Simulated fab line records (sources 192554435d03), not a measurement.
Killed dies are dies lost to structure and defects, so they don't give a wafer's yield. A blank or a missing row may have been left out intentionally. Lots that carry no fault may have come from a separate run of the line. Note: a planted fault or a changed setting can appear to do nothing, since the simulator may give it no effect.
A single fault, viewed from 2 desks || flow n5Finfet || each desk has only its own numbers; what lay behind them comes last

## METROLOGY DESK
Lot by lot, what the gauges showed, no matter which tool ran the lot: averages of those sampled wafers that carry a number. Any lot whose mean is over 4 standard deviations away from the usual mean is out of limits and marked OUT; that distance is given in the brackets.
Columns: A = cdNm at N5_SDB_CD_MEAS_11, usual 50.1 nm
{"lot": "L105", "first seen here": "day 3 18:47", "A": 47.0}
{"lot": "L108", "first seen here": "day 4 12:18", "A": 50.7}
{"lot": "L110", "first seen here": "day 4 23:43", "A": 50.0}
{"lot": "L111", "first seen here": "day 5 05:19", "A": 50.0}
{"lot": "L112", "first seen here": "day 5 15:39", "A": 50.6}
{"lot": "L113", "first seen here": "day 5 21:56", "A": 49.0}
{"lot": "L118", "first seen here": "day 7 00:54", "A": 49.8}
{"lot": "L119", "first seen here": "day 7 04:58", "A": 50.4}
{"lot": "L120", "first seen here": "day 7 11:22", "A": 52.2}
{"lot": "L123", "first seen here": "day 8 04:50", "A": 51.4}
{"lot": "L125", "first seen here": "day 8 17:51", "A": 49.6}
{"lot": "L126", "first seen here": "day 9 04:31", "A": 49.1}
{"lot": "L127", "first seen here": "day 9 05:02", "A": 49.5}
This desk's finding: nothing out of limits on any of the 13 lots.

## AT THE TOOL OWNER'S DESK: lithoTrack-01
The tool's own readings at N5_SDB_COAT_04 (time 60 s, resist thk 18 nm): means of the sampled wafers that have a number, for each lot that ran on this tool. Any lot whose mean is over 4 standard deviations away from the usual mean is out of limits and marked OUT; that distance is given in the brackets.
Columns: A = exhaustPa at N5_SDB_COAT_04, usual 45.2 Pa; B = heaterPowerTotalW at N5_SDB_COAT_04, usual 427.4 W; C = runLengthS at N5_SDB_COAT_04, usual 66.43 s
{"lot": "L111", "first seen here": "day 5 04:56", "A": 45.2, "B": 426.6, "C": 66.51}
{"lot": "L113", "first seen here": "day 5 21:42", "A": 45.4, "B": 424.9, "C": 66.49}
{"lot": "L118", "first seen here": "day 7 00:40", "A": 44.7, "B": "451.3 (+11) OUT", "C": "61.10 (-36) OUT"}
{"lot": "L119", "first seen here": "day 7 04:43", "A": 45.2, "B": "452.5 (+12) OUT", "C": "61.27 (-34) OUT"}
{"lot": "L120", "first seen here": "day 7 11:07", "A": 44.3, "B": "481.4 (+26) OUT", "C": "55.73 (-71) OUT"}
Finding of this desk: L118, L119, L120 out of limits; the first was L118 at day 7 00:40, on heaterPowerTotalW at N5_SDB_COAT_04. In limits: L111, L113.

## ALL TOGETHER
On L118, L119, L120, at day 7 00:40, an alarm was possible from the tool owner's desk.
At the metrology desk, nothing out of limits was observed.
The metrology desk holds a record of L118, L119, L120, inside its limits.
Every lot named ran N5_SDB_COAT_04 on lithoTrack-01.

## WHAT THE SIMULATOR HAD INSERTED
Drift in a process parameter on lithoTrack-01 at N5_SDB_COAT_04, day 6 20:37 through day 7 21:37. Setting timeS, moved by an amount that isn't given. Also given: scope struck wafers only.
Struck lots among those shown: L118, L119, L120.
How many hours passed from the start of the fault until each desk's first out-of-limits reading: the tool owner's desk, 4.
